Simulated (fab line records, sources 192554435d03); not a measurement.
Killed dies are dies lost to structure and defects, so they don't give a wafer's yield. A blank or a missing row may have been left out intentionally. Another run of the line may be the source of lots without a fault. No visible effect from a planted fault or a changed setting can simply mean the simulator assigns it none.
Which tool was responsible? ; flow n5-finfet ; 9 lots with 26 wafers sampled at 4 steps, on a route of 1938 steps

## WHAT THE GAUGES SHOWED, per wafer
N5_FIN_SAQP_THK_MEAS_07.
lot;measured;on;thk-nm (nm)
L564;day 2 10:02;film-metro-01;60.0 61.2 59.9
L567;day 3 03:28;film-metro-01;58.6 60.0 60.8
L568;day 3 09:03;film-metro-02;60.3 59.8 60.7
L570;day 3 22:50;film-metro-01;59.2 59.5 61.4
L572;day 4 10:59;film-metro-02;60.7 60.1 59.6
L577;day 5 15:53;film-metro-01;60.1 30.8 31.6
L580;day 6 08:50;film-metro-02;30.0 30.5
L582;day 6 21:09;film-metro-01;58.8 30.0 59.7
L585;day 7 15:08;film-metro-02;58.5 59.9 60.5

## WHAT TOOL EACH LOT RAN ON (gives the tool, then ch and the chambers of the sampled wafers, and finally the start)
lot;N5_PMOS_HMC_CHANNEL_EPI_ETCH_32;N5_FIN_SAQP_PECVD_47;N5_FIN_SAQP_PECVD_06
L564;rie-diel-02 ch 1,2, day 2 05:32;pecvd-01 ch 1,2, day 2 09:52;pecvd-01 ch 1,2, day 2 09:56
L567;rie-diel-05 ch 0,1,3, day 2 23:56;pecvd-01 ch 0,1,2, day 3 03:18;pecvd-01 ch 0,1,2, day 3 03:23
L568;rie-diel-02 ch 0,2,3, day 3 05:23;pecvd-01 ch 0,1, day 3 08:53;pecvd-01 ch 0,1, day 3 08:58
L570;rie-diel-04 ch 1,2, day 3 17:43;pecvd-03 ch 0,1, day 3 22:40;pecvd-03 ch 0,1, day 3 22:45
L572;rie-diel-02 ch 2,3, day 4 07:22;pecvd-03 ch 1,2, day 4 10:46;pecvd-03 ch 1,2, day 4 10:53
L577;rie-diel-02 ch 0,1,2, day 5 12:09;pecvd-01 ch 0,1,2, day 5 15:43;pecvd-01 ch 0,1,2, day 5 15:47
L580;rie-diel-05 ch 1,2, day 6 05:10;pecvd-01 ch 0,2, day 6 08:40;pecvd-01 ch 0,2, day 6 08:44
L582;rie-diel-04 ch 0,1, day 6 17:30;pecvd-01 ch 0,1,2, day 6 20:59;pecvd-01 ch 0,1,2, day 6 21:04
L585;rie-diel-02 ch 1,2,3, day 7 11:26;pecvd-02 ch 0,1,2, day 7 14:58;pecvd-02 ch 0,1,2, day 7 15:03
- N5_PMOS_HMC_CHANNEL_EPI_ETCH_32: etches BARC in N2/H2, stops on SiO2, target depth 85.8 nm, time 50.3 s.
- N5_FIN_SAQP_PECVD_47: deposits a-Si from SiH4/He, target thk 45 nm, time 36.3 s.
- N5_FIN_SAQP_PECVD_06: deposits a-Si from SiH4/He, target thk 60 nm, time 48.1 s.

## THE ANSWER, worked out from the rows above alone
Rule: usual is defined by the lots themselves. Put in order of their means at a reading, lots are off if they are a third of the lots or fewer, leave a main group of 4 or more, and stand apart from it by a gap of 3 or more times the standard deviation of the main group's means; of several such gaps the widest counts. The tables above print the reading to a certain number of digits; a main group whose means all agree to those digits is not used. A lot without any number at a reading at which 4 lots or more have one is off too. The other lots that the step has rows for count as sound.
Off: L577, L580, L582, at N5_FIN_SAQP_THK_MEAS_07 (thk-nm). Mean 60.0 nm and standard deviation 0.25 in the main group.
A tool fits if, at a process step before that reading, it ran every lot that is off, and no sound lot after the first of them. Those tools and the gauges at N5_FIN_SAQP_THK_MEAS_07 are tried in the same way. One fits: pecvd-01 at N5_FIN_SAQP_PECVD_47 and N5_FIN_SAQP_PECVD_06. At N5_FIN_SAQP_PECVD_47 its last sound lot is L568 (day 3 08:53), its first lot that is off L577 (day 5 15:43): a fault that began between those two fits.

## WHAT HAD BEEN PUT IN BY THE SIMULATOR
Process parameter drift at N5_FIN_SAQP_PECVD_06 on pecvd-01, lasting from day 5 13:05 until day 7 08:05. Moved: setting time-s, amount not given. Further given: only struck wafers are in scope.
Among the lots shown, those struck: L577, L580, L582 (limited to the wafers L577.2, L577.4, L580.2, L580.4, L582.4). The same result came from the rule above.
